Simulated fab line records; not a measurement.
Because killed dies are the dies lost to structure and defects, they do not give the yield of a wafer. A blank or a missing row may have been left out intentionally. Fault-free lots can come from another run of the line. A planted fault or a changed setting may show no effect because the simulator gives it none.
fab line records / flow n5Finfet
record: lots: 12 wafers: 31 lastDay: 17
route steps=1938 shown MIM_TOP_LITHO@1847 MIM_BOT_ETCH@1867 TV_LITHO@1883 PASSIVATION@1936
lots with no fault: from the same line, run without faults
startH: hours from the record's first day to the start of the lot's first wafer shown / waitH: how many hours have passed since the lot's step before this one / " unchanged from the row above / L1.1+2: one row covering several wafers at once / - either no value or no given start / * or withheld: withheld / < > ~ a bound
route shown NAME@n: names a module that has steps shown in the file, with the first one's number in the route / usual: average and standard deviation across the fault-free wafers / same: alike in all rows / chamber/n: place in a boat / sites: each site's reading / _std_site: their standard deviation / _edge_site: inner sites' mean taken away from outer sites' mean / radiusMm: for every site, how far away it sits from the centre of the wafer / mask NAME#n: copy n / behind: the last tool/chamber to shape the wafer / hold: cause of the lot's hold/its duration in hours/its outcome / device: which transistor (n, p or np) failed to switch / end of line: the tests these same wafers got at the end of their route / a step given without rows: its recipe and nothing more / killed: count of dies lost to structure and defects at first sort (not the wafer's yield) / map: shows each die of a wafer: x if killed, . if not, _ if none is there
set.NAME: the setting the step ran with; set.NAME@STEP: the setting that earlier step ran with / model.NAME: the simulator's own value behind a step, which no gauge read
the route's steps for a sample of lots (tables are steps, rows are wafers)
services: from which hour (startH, from the record's first day; less than 0 if before it) a tool's chamber was out of use, for how many hours, and why
== steps ==
step: N5_MIM_TOP_LITHO_CD_MEAS_08
recipe: targetCdNm: 2000 landingEnergyEv: 500 detector: seInlens
usual: cdNm: 1999.4/2.4
lot.wafer=L967.1 tool=cdSem-03 chamber=0 startH=251.69 waitH=- cdNm=1998.4
lot.wafer=L967.4 tool=cdSem-03 chamber=0 startH=251.69 waitH=- cdNm=2000.0
lot.wafer=L970.4 tool=cdSem-01 chamber=0 startH=267.56 waitH=- cdNm=1998.1
lot.wafer=L970.5 tool=cdSem-01 chamber=0 startH=267.56 waitH=- cdNm=1999.1
lot.wafer=L970.6 tool=cdSem-01 chamber=0 startH=267.56 waitH=- cdNm=2000.1
lot.wafer=L969.2 tool=cdSem-01 chamber=0 startH=269.60 waitH=- cdNm=2002.4
lot.wafer=L969.5 tool=cdSem-01 chamber=0 startH=269.60 waitH=- cdNm=1995.5
lot.wafer=L972.2 tool=cdSem-01 chamber=0 startH=273.67 waitH=- cdNm=1997.7
lot.wafer=L972.3 tool=cdSem-01 chamber=0 startH=273.67 waitH=- cdNm=2001.1
lot.wafer=L972.6 tool=cdSem-01 chamber=0 startH=273.67 waitH=- cdNm=1997.8
lot.wafer=L971.1 tool=cdSem-01 chamber=0 startH=280.64 waitH=- cdNm=2001.4
lot.wafer=L971.2 tool=cdSem-01 chamber=0 startH=280.64 waitH=- cdNm=1998.2
lot.wafer=L971.6 tool=cdSem-01 chamber=0 startH=280.64 waitH=- cdNm=1999.4
lot.wafer=L974.2 tool=cdSem-03 chamber=0 startH=291.14 waitH=- cdNm=1998.8
lot.wafer=L974.5 tool=cdSem-03 chamber=0 startH=291.14 waitH=- cdNm=2002.6
lot.wafer=L974.6 tool=cdSem-03 chamber=0 startH=291.14 waitH=- cdNm=1998.5
lot.wafer=L975.1 tool=cdSem-02 chamber=0 startH=297.02 waitH=- cdNm=2001.6
lot.wafer=L975.3 tool=cdSem-02 chamber=0 startH=297.02 waitH=- cdNm=1997.1
lot.wafer=L975.4 tool=cdSem-02 chamber=0 startH=297.02 waitH=- cdNm=1997.6
lot.wafer=L976.1 tool=cdSem-01 chamber=0 startH=302.71 waitH=- cdNm=2002.5
lot.wafer=L976.2 tool=cdSem-01 chamber=0 startH=302.71 waitH=- cdNm=2003.1
lot.wafer=L980.3 tool=cdSem-01 chamber=0 startH=336.74 waitH=- cdNm=1994.7
lot.wafer=L980.5 tool=cdSem-01 chamber=0 startH=336.74 waitH=- cdNm=1999.4
lot.wafer=L980.6 tool=cdSem-01 chamber=0 startH=336.74 waitH=- cdNm=2001.8
lot.wafer=L987.2 tool=cdSem-01 chamber=0 startH=370.01 waitH=- cdNm=1995.7
lot.wafer=L987.3 tool=cdSem-01 chamber=0 startH=370.01 waitH=- cdNm=1997.0
lot.wafer=L987.5 tool=cdSem-01 chamber=0 startH=370.01 waitH=- cdNm=2000.3
lot.wafer=L988.5 tool=cdSem-01 chamber=0 startH=385.49 waitH=- cdNm=1997.8
lot.wafer=L988.6 tool=cdSem-01 chamber=0 startH=385.49 waitH=- cdNm=1998.8
lot.wafer=L990.2 tool=cdSem-03 chamber=0 startH=405.83 waitH=- cdNm=1996.6
lot.wafer=L990.5 tool=cdSem-03 chamber=0 startH=405.83 waitH=- cdNm=1996.7
step: N5_MIM_TOP_LITHO_DESCUM_10
recipe: chemistry: O2 timeS: 7.9 sourcePowerW: 50 biasPowerW: 20 pressureMtorr: 20 rfFrequencyHz: 2.712e+07 tempC: 40 o2FlowSccm: 225
usual: chamberPressureMTorr: 19.999/0.016 drypumpMotorCurrentA: 5.6/0.44 oesProductAu: 0.80/0.084 rfVppV: 242.9/1.3 showerheadPlenumPTorr: 2.09/0.059 throttleValvePct: 20.63/0.21
lot.wafer=L967.1 tool=rieDiel-04 chamber=3 startH=251.97 waitH=0.2 chamberPressureMTorr=19.990 drypumpMotorCurrentA=6.3 oesProductAu=0.99 rfHoursCounterH=1 rfVppV=244.6 showerheadPlenumPTorr=2.16 throttleValvePct=20.28
lot.wafer=L967.4 tool=rieDiel-04 chamber=1 startH=251.97 waitH=0.2 chamberPressureMTorr=19.987 drypumpMotorCurrentA=5.2 oesProductAu=0.82 rfHoursCounterH=75 rfVppV=243.8 showerheadPlenumPTorr=2.01 throttleValvePct=20.45
lot.wafer=L970.4 tool=rieDiel-04 chamber=2 startH=267.65 waitH=0.0 chamberPressureMTorr=20.008 drypumpMotorCurrentA=5.5 oesProductAu=0.86 rfHoursCounterH=58 rfVppV=241.6 showerheadPlenumPTorr=2.07 throttleValvePct=20.83
lot.wafer=L970.5 tool=rieDiel-04 chamber=1 startH=267.65 waitH=0.0 chamberPressureMTorr=19.988 drypumpMotorCurrentA=5.2 oesProductAu=0.81 rfHoursCounterH=- rfVppV=242.6 showerheadPlenumPTorr=2.00 throttleValvePct=20.46
lot.wafer=L970.6 tool=rieDiel-04 chamber=2 startH=267.65 waitH=0.0 chamberPressureMTorr=19.989 drypumpMotorCurrentA=5.5 oesProductAu=0.87 rfHoursCounterH=- rfVppV=242.4 showerheadPlenumPTorr=2.07 throttleValvePct=20.82
lot.wafer=L969.2 tool=rieDiel-05 chamber=3 startH=269.81 waitH=0.2 chamberPressureMTorr=19.972 drypumpMotorCurrentA=5.8 oesProductAu=0.69 rfHoursCounterH=208 rfVppV=242.3 showerheadPlenumPTorr=2.09 throttleValvePct=20.93
lot.wafer=L969.5 tool=rieDiel-05 chamber=0 startH=269.81 waitH=0.2 chamberPressureMTorr=20.009 drypumpMotorCurrentA=6.0 oesProductAu=0.69 rfHoursCounterH=- rfVppV=240.3 showerheadPlenumPTorr=1.99 throttleValvePct=20.60
lot.wafer=L972.2 tool=rieDiel-04 chamber=2 startH=273.76 waitH=0.0 chamberPressureMTorr=19.973 drypumpMotorCurrentA=5.5 oesProductAu=0.84 rfHoursCounterH=61 rfVppV=243.5 showerheadPlenumPTorr=2.06 throttleValvePct=20.84
lot.wafer=L972.3 tool=rieDiel-04 chamber=0 startH=273.76 waitH=0.0 chamberPressureMTorr=20.038 drypumpMotorCurrentA=4.8 oesProductAu=0.79 rfHoursCounterH=110 rfVppV=243.3 showerheadPlenumPTorr=2.13 throttleValvePct=20.53
lot.wafer=L972.6 tool=rieDiel-04 chamber=2 startH=273.76 waitH=0.0 chamberPressureMTorr=20.000 drypumpMotorCurrentA=5.5 oesProductAu=0.85 rfHoursCounterH=- rfVppV=242.3 showerheadPlenumPTorr=2.06 throttleValvePct=20.85
lot.wafer=L971.1 tool=rieDiel-05 chamber=3 startH=280.73 waitH=0.0 chamberPressureMTorr=20.027 drypumpMotorCurrentA=5.8 oesProductAu=0.68 rfHoursCounterH=211 rfVppV=243.5 showerheadPlenumPTorr=2.09 throttleValvePct=20.96
lot.wafer=L971.2 tool=rieDiel-05 chamber=2 startH=280.73 waitH=0.0 chamberPressureMTorr=20.000 drypumpMotorCurrentA=5.3 oesProductAu=0.72 rfHoursCounterH=148 rfVppV=243.5 showerheadPlenumPTorr=2.13 throttleValvePct=20.77
lot.wafer=L971.6 tool=rieDiel-05 chamber=0 startH=280.73 waitH=0.0 chamberPressureMTorr=20.025 drypumpMotorCurrentA=6.0 oesProductAu=0.69 rfHoursCounterH=- rfVppV=240.1 showerheadPlenumPTorr=1.99 throttleValvePct=20.60
lot.wafer=L974.2 tool=rieDiel-04 chamber=3 startH=291.46 waitH=0.3 chamberPressureMTorr=19.994 drypumpMotorCurrentA=6.3 oesProductAu=0.93 rfHoursCounterH=14 rfVppV=246.1 showerheadPlenumPTorr=2.16 throttleValvePct=20.30
lot.wafer=L974.5 tool=rieDiel-04 chamber=0 startH=291.46 waitH=0.3 chamberPressureMTorr=20.005 drypumpMotorCurrentA=4.8 oesProductAu=0.80 rfHoursCounterH=- rfVppV=244.9 showerheadPlenumPTorr=2.13 throttleValvePct=20.57
lot.wafer=L974.6 tool=rieDiel-04 chamber=3 startH=291.46 waitH=0.3 chamberPressureMTorr=19.997 drypumpMotorCurrentA=6.3 oesProductAu=0.92 rfHoursCounterH=- rfVppV=243.7 showerheadPlenumPTorr=2.16 throttleValvePct=20.34
lot.wafer=L975.1 tool=rieDiel-05 chamber=0 startH=297.17 waitH=0.1 chamberPressureMTorr=20.001 drypumpMotorCurrentA=6.0 oesProductAu=0.69 rfHoursCounterH=227 rfVppV=240.7 showerheadPlenumPTorr=1.98 throttleValvePct=20.60
lot.wafer=L975.3 tool=rieDiel-05 chamber=1 startH=297.17 waitH=0.1 chamberPressureMTorr=20.006 drypumpMotorCurrentA=5.3 oesProductAu=0.85 rfHoursCounterH=57 rfVppV=243.3 showerheadPlenumPTorr=2.14 throttleValvePct=20.73
lot.wafer=L975.4 tool=rieDiel-05 chamber=3 startH=297.17 waitH=0.1 chamberPressureMTorr=20.008 drypumpMotorCurrentA=5.8 oesProductAu=0.69 rfHoursCounterH=216 rfVppV=243.0 showerheadPlenumPTorr=2.09 throttleValvePct=20.95
lot.wafer=L976.1 tool=rieDiel-05 chamber=2 startH=303.01 waitH=0.3 chamberPressureMTorr=20.013 drypumpMotorCurrentA=5.3 oesProductAu=0.71 rfHoursCounterH=156 rfVppV=243.8 showerheadPlenumPTorr=2.13 throttleValvePct=20.78
lot.wafer=L976.2 tool=rieDiel-05 chamber=3 startH=303.01 waitH=0.3 chamberPressureMTorr=20.017 drypumpMotorCurrentA=5.8 oesProductAu=0.68 rfHoursCounterH=218 rfVppV=243.1 showerheadPlenumPTorr=2.09 throttleValvePct=20.96
lot.wafer=L980.3 tool=rieDiel-05 chamber=0 startH=336.82 waitH=0.0 chamberPressureMTorr=19.968 drypumpMotorCurrentA=6.0 oesProductAu=0.67 rfHoursCounterH=241 rfVppV=242.2 showerheadPlenumPTorr=1.98 throttleValvePct=20.63
lot.wafer=L980.5 tool=rieDiel-05 chamber=0 startH=336.82 waitH=0.0 chamberPressureMTorr=20.028 drypumpMotorCurrentA=6.0 oesProductAu=0.68 rfHoursCounterH=- rfVppV=241.3 showerheadPlenumPTorr=1.98 throttleValvePct=20.64
lot.wafer=L980.6 tool=rieDiel-05 chamber=1 startH=336.82 waitH=0.0 chamberPressureMTorr=19.995 drypumpMotorCurrentA=5.3 oesProductAu=0.83 rfHoursCounterH=- rfVppV=242.6 showerheadPlenumPTorr=2.13 throttleValvePct=20.75
lot.wafer=L987.2 tool=rieDiel-05 chamber=1 startH=370.10 waitH=0.0 chamberPressureMTorr=20.013 drypumpMotorCurrentA=5.2 oesProductAu=0.82 rfHoursCounterH=82 rfVppV=244.7 showerheadPlenumPTorr=2.13 throttleValvePct=20.77
lot.wafer=L987.3 tool=rieDiel-05 chamber=2 startH=370.10 waitH=0.0 chamberPressureMTorr=20.017 drypumpMotorCurrentA=5.3 oesProductAu=0.70 rfHoursCounterH=178 rfVppV=242.2 showerheadPlenumPTorr=2.12 throttleValvePct=20.82
lot.wafer=L987.5 tool=rieDiel-05 chamber=1 startH=370.10 waitH=0.0 chamberPressureMTorr=20.035 drypumpMotorCurrentA=5.3 oesProductAu=0.83 rfHoursCounterH=- rfVppV=242.7 showerheadPlenumPTorr=2.13 throttleValvePct=20.77
lot.wafer=L988.5 tool=rieDiel-03 chamber=2 startH=385.61 waitH=0.1 chamberPressureMTorr=19.994 drypumpMotorCurrentA=5.3 oesProductAu=0.88 rfHoursCounterH=- rfVppV=243.5 showerheadPlenumPTorr=2.13 throttleValvePct=20.38
lot.wafer=L988.6 tool=rieDiel-03 chamber=3 startH=385.61 waitH=0.1 chamberPressureMTorr=20.002 drypumpMotorCurrentA=5.5 oesProductAu=0.81 rfHoursCounterH=- rfVppV=242.8 showerheadPlenumPTorr=2.11 throttleValvePct=20.51
lot.wafer=L990.2 tool=rieDiel-05 chamber=2 startH=405.92 waitH=0.0 chamberPressureMTorr=19.992 drypumpMotorCurrentA=5.3 oesProductAu=0.70 rfHoursCounterH=194 rfVppV=242.0 showerheadPlenumPTorr=2.12 throttleValvePct=20.84
lot.wafer=L990.5 tool=rieDiel-05 chamber=0 startH=405.92 waitH=0.0 chamberPressureMTorr=20.011 drypumpMotorCurrentA=6.0 oesProductAu=0.94 rfHoursCounterH=- rfVppV=246.6 showerheadPlenumPTorr=2.24 throttleValvePct=20.17
step: N5_MIM_BOT_ETCH_ETCH_03
recipe: chemistry: Cl2/BCl3 targetDepthA: 120 pressureMtorr: 8 icpW: 800 biasW: 100 Cl2_flow_sccm: 20 bcl3FlowSccm: 80
usual: biasW: 100.0/0.32 chamberPressureMTorr: 8.001/0.0072 drypumpMotorCurrentA: 5.5/0.57 oesProductAu: 0.76/0.11 throttleValvePct: 27.49/0.26
lot.wafer=L967.1 tool=rieMetal-02 chamber=1 startH=253.04 waitH=0.1 biasW=100.0 chamberPressureMTorr=8.004 drypumpMotorCurrentA=5.0 oesProductAu=0.65 rfHoursCounterH=94 throttleValvePct=27.16
lot.wafer=L967.4 tool=rieMetal-02 chamber=0 startH=253.04 waitH=0.1 biasW=100.3 chamberPressureMTorr=8.006 drypumpMotorCurrentA=5.5 oesProductAu=0.78 rfHoursCounterH=- throttleValvePct=27.57
lot.wafer=L970.4 tool=rieMetal-02 chamber=0 startH=268.57 waitH=0.1 biasW=100.2 chamberPressureMTorr=7.980 drypumpMotorCurrentA=5.5 oesProductAu=0.77 rfHoursCounterH=- throttleValvePct=27.60
lot.wafer=L970.5 tool=rieMetal-02 chamber=0 startH=268.57 waitH=0.1 biasW=99.6 chamberPressureMTorr=7.985 drypumpMotorCurrentA=5.5 oesProductAu=0.77 rfHoursCounterH=- throttleValvePct=27.58
lot.wafer=L970.6 tool=rieMetal-02 chamber=1 startH=268.57 waitH=0.1 biasW=99.8 chamberPressureMTorr=8.003 drypumpMotorCurrentA=5.0 oesProductAu=0.65 rfHoursCounterH=- throttleValvePct=27.17
lot.wafer=L969.2 tool=rieMetal-03 chamber=0 startH=270.70 waitH=0.1 biasW=99.6 chamberPressureMTorr=8.002 drypumpMotorCurrentA=5.9 oesProductAu=0.84 rfHoursCounterH=29 throttleValvePct=27.33
lot.wafer=L969.5 tool=rieMetal-03 chamber=0 startH=270.70 waitH=0.1 biasW=99.9 chamberPressureMTorr=8.004 drypumpMotorCurrentA=5.9 oesProductAu=0.83 rfHoursCounterH=- throttleValvePct=27.30
lot.wafer=L972.2 tool=rieMetal-01 chamber=0 startH=274.82 waitH=0.1 biasW=100.3 chamberPressureMTorr=8.005 drypumpMotorCurrentA=5.0 oesProductAu=0.62 rfHoursCounterH=108 throttleValvePct=27.87
lot.wafer=L972.3 tool=rieMetal-01 chamber=0 startH=274.82 waitH=0.1 biasW=100.3 chamberPressureMTorr=8.006 drypumpMotorCurrentA=5.0 oesProductAu=0.61 rfHoursCounterH=- throttleValvePct=27.88
lot.wafer=L972.6 tool=rieMetal-01 chamber=1 startH=274.82 waitH=0.1 biasW=100.4 chamberPressureMTorr=8.005 drypumpMotorCurrentA=6.6 oesProductAu=0.87 rfHoursCounterH=- throttleValvePct=27.25
lot.wafer=L971.1 tool=rieMetal-01 chamber=1 startH=281.62 waitH=0.1 biasW=100.0 chamberPressureMTorr=8.005 drypumpMotorCurrentA=6.6 oesProductAu=0.86 rfHoursCounterH=19 throttleValvePct=27.24
lot.wafer=L971.2 tool=rieMetal-01 chamber=0 startH=281.62 waitH=0.1 biasW=99.9 chamberPressureMTorr=7.997 drypumpMotorCurrentA=5.0 oesProductAu=0.61 rfHoursCounterH=108 throttleValvePct=27.89
lot.wafer=L971.6 tool=rieMetal-01 chamber=0 startH=281.62 waitH=0.1 biasW=100.1 chamberPressureMTorr=8.007 drypumpMotorCurrentA=5.1 oesProductAu=0.62 rfHoursCounterH=- throttleValvePct=27.87
lot.wafer=L974.2 tool=rieMetal-03 chamber=1 startH=292.37 waitH=0.1 biasW=100.2 chamberPressureMTorr=8.003 drypumpMotorCurrentA=5.4 oesProductAu=0.88 rfHoursCounterH=13 throttleValvePct=27.83
lot.wafer=L974.5 tool=rieMetal-03 chamber=1 startH=292.37 waitH=0.1 biasW=99.4 chamberPressureMTorr=7.990 drypumpMotorCurrentA=5.4 oesProductAu=0.88 rfHoursCounterH=- throttleValvePct=27.83
lot.wafer=L974.6 tool=rieMetal-03 chamber=0 startH=292.37 waitH=0.1 biasW=100.0 chamberPressureMTorr=7.990 drypumpMotorCurrentA=5.9 oesProductAu=0.84 rfHoursCounterH=- throttleValvePct=27.29
lot.wafer=L975.1 tool=rieMetal-01 chamber=1 startH=298.32 waitH=0.1 biasW=100.0 chamberPressureMTorr=8.003 drypumpMotorCurrentA=6.6 oesProductAu=0.86 rfHoursCounterH=20 throttleValvePct=27.25
lot.wafer=L975.3 tool=rieMetal-01 chamber=0 startH=298.32 waitH=0.1 biasW=100.0 chamberPressureMTorr=7.997 drypumpMotorCurrentA=5.0 oesProductAu=0.62 rfHoursCounterH=- throttleValvePct=27.88
lot.wafer=L975.4 tool=rieMetal-01 chamber=1 startH=298.32 waitH=0.1 biasW=99.9 chamberPressureMTorr=8.012 drypumpMotorCurrentA=6.6 oesProductAu=0.86 rfHoursCounterH=- throttleValvePct=27.24
lot.wafer=L976.1 tool=rieMetal-01 chamber=0 startH=304.03 waitH=0.1 biasW=100.3 chamberPressureMTorr=7.993 drypumpMotorCurrentA=5.0 oesProductAu=0.62 rfHoursCounterH=111 throttleValvePct=27.88
lot.wafer=L976.2 tool=rieMetal-01 chamber=1 startH=304.03 waitH=0.1 biasW=100.4 chamberPressureMTorr=7.991 drypumpMotorCurrentA=6.6 oesProductAu=0.85 rfHoursCounterH=21 throttleValvePct=27.24
lot.wafer=L980.3 tool=rieMetal-01 chamber=1 startH=337.76 waitH=0.1 biasW=99.2 chamberPressureMTorr=8.001 drypumpMotorCurrentA=6.6 oesProductAu=1.22 rfHoursCounterH=- throttleValvePct=27.26
lot.wafer=L980.5 tool=rieMetal-01 chamber=0 startH=337.76 waitH=0.1 biasW=100.3 chamberPressureMTorr=8.003 drypumpMotorCurrentA=5.1 oesProductAu=0.61 rfHoursCounterH=- throttleValvePct=27.89
lot.wafer=L980.6 tool=rieMetal-01 chamber=1 startH=337.76 waitH=0.1 biasW=100.3 chamberPressureMTorr=7.993 drypumpMotorCurrentA=6.6 oesProductAu=0.85 rfHoursCounterH=- throttleValvePct=27.27
lot.wafer=L987.2 tool=rieMetal-02 chamber=1 startH=371.12 waitH=0.1 biasW=100.5 chamberPressureMTorr=8.004 drypumpMotorCurrentA=5.0 oesProductAu=0.63 rfHoursCounterH=104 throttleValvePct=27.18
lot.wafer=L987.3 tool=rieMetal-02 chamber=0 startH=371.12 waitH=0.1 biasW=99.9 chamberPressureMTorr=7.994 drypumpMotorCurrentA=5.5 oesProductAu=0.75 rfHoursCounterH=- throttleValvePct=27.60
lot.wafer=L987.5 tool=rieMetal-02 chamber=0 startH=371.12 waitH=0.1 biasW=99.7 chamberPressureMTorr=8.005 drypumpMotorCurrentA=5.5 oesProductAu=0.75 rfHoursCounterH=- throttleValvePct=27.61
lot.wafer=L988.5 tool=rieMetal-02 chamber=0 startH=386.62 waitH=0.2 biasW=100.3 chamberPressureMTorr=8.015 drypumpMotorCurrentA=5.5 oesProductAu=0.75 rfHoursCounterH=- throttleValvePct=27.60
lot.wafer=L988.6 tool=rieMetal-02 chamber=0 startH=386.62 waitH=0.2 biasW=100.4 chamberPressureMTorr=7.987 drypumpMotorCurrentA=5.5 oesProductAu=0.75 rfHoursCounterH=- throttleValvePct=27.62
lot.wafer=L990.2 tool=rieMetal-02 chamber=0 startH=406.98 waitH=0.1 biasW=99.5 chamberPressureMTorr=8.014 drypumpMotorCurrentA=5.5 oesProductAu=0.74 rfHoursCounterH=50 throttleValvePct=27.63
lot.wafer=L990.5 tool=rieMetal-02 chamber=1 startH=406.98 waitH=0.1 biasW=100.1 chamberPressureMTorr=8.003 drypumpMotorCurrentA=5.0 oesProductAu=0.93 rfHoursCounterH=- throttleValvePct=27.23
step: N5_PASSIVATION_CD_MEAS_10
recipe: targetCdNm: 3000 landingEnergyEv: 500 detector: seInlens
usual: cdNm: 2999.0/2.7
lot.wafer=L967.1 tool=cdSem-02 chamber=0 startH=254.34 waitH=- cdNm=3000.6
lot.wafer=L967.4 tool=cdSem-02 chamber=0 startH=254.34 waitH=- cdNm=3002.1
lot.wafer=L970.4 tool=cdSem-03 chamber=0 startH=271.77 waitH=- cdNm=2998.1
lot.wafer=L970.5 tool=cdSem-03 chamber=0 startH=271.77 waitH=- cdNm=2999.2
lot.wafer=L970.6 tool=cdSem-03 chamber=0 startH=271.77 waitH=- cdNm=2998.1
lot.wafer=L969.2 tool=cdSem-01 chamber=0 startH=271.83 waitH=- cdNm=2997.0
lot.wafer=L969.5 tool=cdSem-01 chamber=0 startH=271.83 waitH=- cdNm=3003.9
lot.wafer=L972.2 tool=cdSem-01 chamber=0 startH=279.33 waitH=- cdNm=3000.7
lot.wafer=L972.3 tool=cdSem-01 chamber=0 startH=279.33 waitH=- cdNm=2996.3
lot.wafer=L972.6 tool=cdSem-01 chamber=0 startH=279.33 waitH=- cdNm=2997.8
lot.wafer=L971.1 tool=cdSem-01 chamber=0 startH=285.46 waitH=- cdNm=2995.9
lot.wafer=L971.2 tool=cdSem-01 chamber=0 startH=285.46 waitH=- cdNm=3001.3
lot.wafer=L971.6 tool=cdSem-01 chamber=0 startH=285.46 waitH=- cdNm=2999.6
lot.wafer=L974.2 tool=cdSem-01 chamber=0 startH=293.62 waitH=- cdNm=2998.1
lot.wafer=L974.5 tool=cdSem-01 chamber=0 startH=293.62 waitH=- cdNm=2999.7
lot.wafer=L974.6 tool=cdSem-01 chamber=0 startH=293.62 waitH=- cdNm=2999.9
lot.wafer=L975.1 tool=cdSem-02 chamber=0 startH=299.45 waitH=- cdNm=2998.0
lot.wafer=L975.3 tool=cdSem-02 chamber=0 startH=299.45 waitH=- cdNm=2994.3
lot.wafer=L975.4 tool=cdSem-02 chamber=0 startH=299.45 waitH=- cdNm=3000.4
lot.wafer=L976.1 tool=cdSem-02 chamber=0 startH=307.01 waitH=- cdNm=3002.6
lot.wafer=L976.2 tool=cdSem-02 chamber=0 startH=307.01 waitH=- cdNm=2997.4
lot.wafer=L980.3 tool=cdSem-01 chamber=0 startH=341.81 waitH=- cdNm=2999.2
lot.wafer=L980.5 tool=cdSem-01 chamber=0 startH=341.81 waitH=- cdNm=2996.9
lot.wafer=L980.6 tool=cdSem-01 chamber=0 startH=341.81 waitH=- cdNm=3003.6
lot.wafer=L987.2 tool=cdSem-03 chamber=0 startH=372.38 waitH=- cdNm=3003.3
lot.wafer=L987.3 tool=cdSem-03 chamber=0 startH=372.38 waitH=- cdNm=2998.2
lot.wafer=L987.5 tool=cdSem-03 chamber=0 startH=372.38 waitH=- cdNm=2996.8
lot.wafer=L988.5 tool=cdSem-01 chamber=0 startH=390.23 waitH=- cdNm=2993.6
lot.wafer=L988.6 tool=cdSem-01 chamber=0 startH=390.23 waitH=- cdNm=3000.3
lot.wafer=L990.2 tool=cdSem-03 chamber=0 startH=409.09 waitH=- cdNm=2999.1
lot.wafer=L990.5 tool=cdSem-03 chamber=0 startH=409.09 waitH=- cdNm=2992.8
step: N5_PASSIVATION_PROBE_49
usual: defectLimitedYield: 91.3/1.5 killed_at_M0_to_M3: 33/12 killed_at_M4_up: 15/5.2 killedAtContacts: 12/5.1 killedAtFrontEnd: 39/11 killedAtOther: 5/3.6 killedDies: 103/18 killedOpen: 67/13 killedShort: 33/7.8 sort_bin_5_function: 5.1/0.96 sort_bin_6_memory: 3.2/0.71 sort_bin_8_speed: 0.01/0.063 sortNPass: 1077/18 sortYieldPct: 91.3/1.5
same: grossDies: 1180 killedAtBackSide: 0 sort_bin_4_leakage[%]: 0
lot.wafer=L980.5 tool=prober-02 chamber=- startH=348.99 waitH=0.2 defectLimitedYield[%]=88.9 killed_at_M0_to_M3=22 killed_at_M4_up=15 killedAtContacts=7 killedAtFrontEnd=74 killedAtOther=13 killedDies=131 killedOpen=62 killedShort=45 sort_bin_5_function[%]=5.0 sort_bin_6_memory[%]=3.5 sort_bin_8_speed[%]=0 sortNPass=1049 sortYieldPct[%]=88.9
killed by level:class
L980.5 HKMG_FIN:areaEtch=24 FIN_SAQP:geometricParticle:open=10 FIN_SAQP:geometricParticle:short=10 STI_FIN_REVEAL:geometricParticle:open=9 GATE_CUT:geometricParticle:short=9 BEOL_M4:geometricParticle:open=9 BEOL_M1:geometricParticle:open=7 DUMMY_GATE:geometricParticle:open=5
== services ==
tool=rieMetal-02 chamber=- startH=233.20 hours=1.2 kind=repair
tool=rieMetal-02 chamber=- startH=247.54 hours=2.8 kind=pm
tool=rieDiel-05 chamber=3 startH=257.16 hours=2.8 kind=repair
tool=rieDiel-04 chamber=2 startH=277.62 hours=3.7 kind=repair
tool=rieDiel-05 chamber=- startH=312.87 hours=0.5 kind=repair
tool=rieDiel-05 chamber=- startH=314.04 hours=0.3 kind=repair
tool=rieDiel-03 chamber=3 startH=328.53 hours=19.9 kind=repair
tool=rieMetal-01 chamber=0 startH=337.94 hours=- kind=clean
tool=rieDiel-05 chamber=1 startH=338.88 hours=7.3 kind=repair
tool=rieDiel-05 chamber=2 startH=346.91 hours=6.7 kind=repair
tool=rieMetal-01 chamber=1 startH=350.09 hours=25.5 kind=repair
tool=rieDiel-05 chamber=0 startH=355.48 hours=- kind=clean
tool=rieDiel-05 chamber=0 startH=355.48 hours=- kind=consumableReplace:focusRing
tool=rieDiel-05 chamber=0 startH=355.48 hours=- kind=consumableReplace:showerhead
tool=rieDiel-05 chamber=0 startH=355.48 hours=24.1 kind=scheduledDown
tool=rieDiel-05 chamber=0 startH=355.48 hours=24.1 kind=ventCycle
tool=rieMetal-03 chamber=1 startH=364.53 hours=1.6 kind=repair
tool=rieMetal-02 chamber=- startH=384.42 hours=0.9 kind=repair
tool=rieDiel-04 chamber=3 startH=384.80 hours=2.1 kind=repair
tool=rieDiel-03 chamber=0 startH=384.97 hours=14.7 kind=repair
tool=rieDiel-05 chamber=3 startH=385.29 hours=- kind=clean
tool=rieDiel-05 chamber=3 startH=385.29 hours=- kind=consumableReplace:focusRing
tool=rieDiel-05 chamber=3 startH=385.29 hours=14.3 kind=scheduledDown
tool=rieDiel-05 chamber=3 startH=385.29 hours=14.3 kind=ventCycle
== key ==
firstSign: step: N5_MIM_BOT_ETCH_ETCH_03 reading: oesProductAu direction: up sigmas: 4.2 usual: 0.76 struck: 1.22
effect none on later readings
metAt N5_MIM_BOT_ETCH_ETCH_03
struckLots L980
struckWafers L980.3
baselineLoss: step: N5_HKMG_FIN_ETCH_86 wafers: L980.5
notActingAt N5_MIM_TOP_LITHO_CD_MEAS_08,N5_MIM_TOP_LITHO_DESCUM_10,N5_PASSIVATION_CD_MEAS_10
onsetBetween 304.03 337.76
fault: kind: processParameterDrift tool: rieMetal-01 chamber: - onsetH: 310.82 steps: N5_MIM_BOT_ETCH_ETCH_03 channel: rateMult offset: 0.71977 shape: step endH: 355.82 scope: struckWafersOnly
baselineLoss: these wafers lose ten dies or more at that step, a loss of the line's own and not of a fault; the sort's usual values leave them out
